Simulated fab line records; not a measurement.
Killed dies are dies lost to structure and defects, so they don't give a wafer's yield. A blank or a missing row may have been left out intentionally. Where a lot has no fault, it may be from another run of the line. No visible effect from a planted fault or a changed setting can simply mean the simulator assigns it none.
Split-lot trial | flow n5Finfet | 7 lots, 21 wafers read, on a route of 1938 steps

== SPLIT DETAILS ==
At N5_HKMG_FIN_PEB_47 (peb time 60 s), the setting pebTimeS was moved away from the recipe's 60 s on 8 of the 21 wafers read, by -18.6% to +22.3%. All remaining wafers had this setting at the recipe value.

== SPLIT TO READING: what lies between them in the file, 1 step ==
- N5_HKMG_FIN_DEVELOP_48: develop time 30 s

== THE READING ==
cdNm (nm) at N5_HKMG_FIN_CD_MEAS_49, where the cd target is 202 nm. Fault-free wafers of this fab line usually give 202.0 nm, standard deviation 0.63 nm.

wafer  | tool, chamber at the split | pebTimeS as run, s | against the recipe | cdNm, nm | against lot-mates on the recipe
L074.3 | lithoTrack-04, 0           | 60                 | recipe             | 202.5    | -
L074.4 | lithoTrack-04, 0           | 48.86              | -18.6%             | 196.1    | -6.4
L074.6 | lithoTrack-04, 0           | 48.86              | -18.6%             | 195.6    | -6.9
L076.2 | lithoTrack-04, 0           | 60                 | recipe             | 202.7    | -
L076.3 | lithoTrack-04, 0           | 73.39              | +22.3%             | 208.1    | +5.8
L076.6 | lithoTrack-04, 0           | 60                 | recipe             | 202.0    | -
L077.2 | lithoTrack-03, 0           | 60                 | recipe             | 202.2    | -
L077.3 | lithoTrack-03, 0           | 60                 | recipe             | 200.5    | -
L077.4 | lithoTrack-03, 0           | 60                 | recipe             | 201.7    | -
L078.1 | lithoTrack-03, 0           | 71.81              | +19.7%             | 206.7    | +5.5
L078.2 | lithoTrack-03, 0           | 71.81              | +19.7%             | 206.4    | +5.2
L078.5 | lithoTrack-03, 0           | 60                 | recipe             | 201.2    | -
L079.1 | lithoTrack-04, 0           | 65.29              | +8.8%              | 204.6    | +2.0
L079.3 | lithoTrack-04, 0           | 65.29              | +8.8%              | 205.0    | +2.4
L079.5 | lithoTrack-04, 0           | 60                 | recipe             | 202.6    | -
L096.1 | lithoTrack-03, 0           | 49.9               | -16.8%             | 195.3    | -6.3
L096.3 | lithoTrack-03, 0           | 60                 | recipe             | 202.0    | -
L096.6 | lithoTrack-03, 0           | 60                 | recipe             | 201.3    | -
L097.1 | lithoTrack-04, 0           | 60                 | recipe             | 202.8    | -
L097.2 | lithoTrack-04, 0           | 60                 | recipe             | 203.2    | -
L097.6 | lithoTrack-04, 0           | 60                 | recipe             | 202.4    | -

FIT RESULTS
A straight line over all 21 wafers: cdNm changes by +0.296 nm for each +1% of pebTimeS; r = +0.97; the points scatter about the line by 0.84 nm.
The same after taking each lot's own level away (the mean of its wafers on the recipe; 21 wafers): +0.308 nm for each +1%; r = +0.99; scatter 0.58 nm.
Per that fit: largest pebTimeS move, reading shift of 6.9 nm.
The lots' own levels span 201.20 to 202.80 nm, that is 2.5 times the standard deviation above.
The two slopes agree, so the slope changes little with the lot-to-lot level.
Check: +6.81 nm against its lot-mates is what the line predicts for one of the wafers moved furthest among these (+22.3%) when that wafer is left out of the fit. It came out at +5.75 nm against them.

== FURTHER SPLITS ON THESE WAFERS ==
Other splits were also applied to these wafers ahead of the reading. Each is held against what the fit with the lots' levels taken away leaves over:
other split on the same wafers | wafers away from the commonest value | r with cdNm (lot level and that fit taken away)
N5_DUMMY_GATE_PECVD_30 timeS   | 3                                    | -0.35
N5_SD_EPI_N_PEB_07 pebTimeS    | 9                                    | -0.06
N5_SD_EPI_N_DESCUM_14 timeS    | 8                                    | +0.04
N5_SDB_COAT_05 spinRpm         | 4                                    | -0.08

== THE WHOLE CHAIN: every reading that the file lists as answering this split, in the file's order ==
step                   | what it does                                           | reading                                                              | change (the file's fit)               | r (the file's)
N5_HKMG_FIN_CD_MEAS_49 | target cd 202 nm                                       | cdNm                                                                 | +0.304 nm for each +1% of the setting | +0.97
N5_HKMG_FIN_ETCH_54    | etches SiARC in CF4, target depth 45.5 nm, time 75.8 s | HKMG_FIN.cdOffsetNm (the simulator's own value, which no gauge read) | +0.306 nm for each +1% of the setting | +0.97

== THE FILE'S OWN FIT ==
cdNm changes by +0.304 nm for each +1% of pebTimeS, r = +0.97.
